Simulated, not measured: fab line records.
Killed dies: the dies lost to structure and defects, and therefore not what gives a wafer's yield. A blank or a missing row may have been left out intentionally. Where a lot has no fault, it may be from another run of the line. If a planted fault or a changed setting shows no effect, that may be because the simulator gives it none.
Matching of chambers | flow nand harc | 3 sister chambers for NHARC_P_M0_DEP_32 on pecvd-01
The step deposits SiCN, target thk 30 nm. 22 wafers are shown with their chamber, then 11 later ones without.

== EACH WAFER AND ITS CHAMBER ==
wafer  | chamber | heater power w (W)
L074.1 | 0       | 507
L074.2 | 1       | 554
L074.3 | 2       | 631
L075.1 | 2       | 638
L075.2 | 1       | 587
L075.4 | 1       | 578
L077.3 | 1       | 621
L077.4 | 0       | 503
L077.6 | 2       | 647
L078.2 | 1       | 575
L078.3 | 2       | 646
L078.6 | 2       | 671
L081.1 | 0       | 486
L081.4 | 1       | 616
L081.5 | 2       | 637
L084.1 | 2       | 649
L084.3 | 1       | 611
L084.6 | 0       | 586
L087.4 | 2       | 617
L087.5 | 0       | 531
L087.6 | 1       | 594
L090.1 | 0       | 536

SIGNATURES, as means of the wafers listed above
reading        | chamber 0 | chamber 1 | chamber 2 | scatter within a chamber
heater power w | 524.83    | 592.00    | 642.00    | 24.8
Rule: a wafer lies at a distance from a chamber equal to the root of the sum of squares, over the readings, of (its reading less the chamber's mean, divided by the reading's scatter). The wafer belongs to the nearest chamber; if the next one is less than 2 further off, it can't be placed. The scatter: take each reading less its chamber's mean, square it, sum over the shown wafers, divide by the number of wafers less the number of chambers, and take the root.

== WAFERS WITH NO CHAMBER GIVEN ==
wafer  | heater power w (W)
L090.2 | 543
L090.5 | 528
L092.1 | 554
L092.2 | 528
L092.3 | 623
L091.2 | 519
L091.4 | 581
L091.6 | 521
L093.2 | 599
L093.5 | 577
L093.6 | 583

== WHICH CHAMBER EACH WENT THROUGH ==
wafer  | from the rows above     | in truth
L090.2 | can't be placed: 0 or 1 | 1
L090.5 | 0                       | 0
L092.1 | can't be placed: 0 or 1 | 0
L092.2 | 0                       | 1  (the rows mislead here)
L092.3 | can't be placed: 2 or 1 | 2
L091.2 | 0                       | 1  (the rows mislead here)
L091.4 | can't be placed: 1 or 0 | 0
L091.6 | 0                       | 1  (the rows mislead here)
L093.2 | can't be placed: 1 or 2 | 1
L093.5 | can't be placed: 1 or 0 | 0
L093.6 | can't be placed: 1 or 0 | 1
Correctly placed: 1 of 11. From these rows, 7 cannot be placed; in 7 the true chamber is one of the candidates. Wrongly placed: 3.
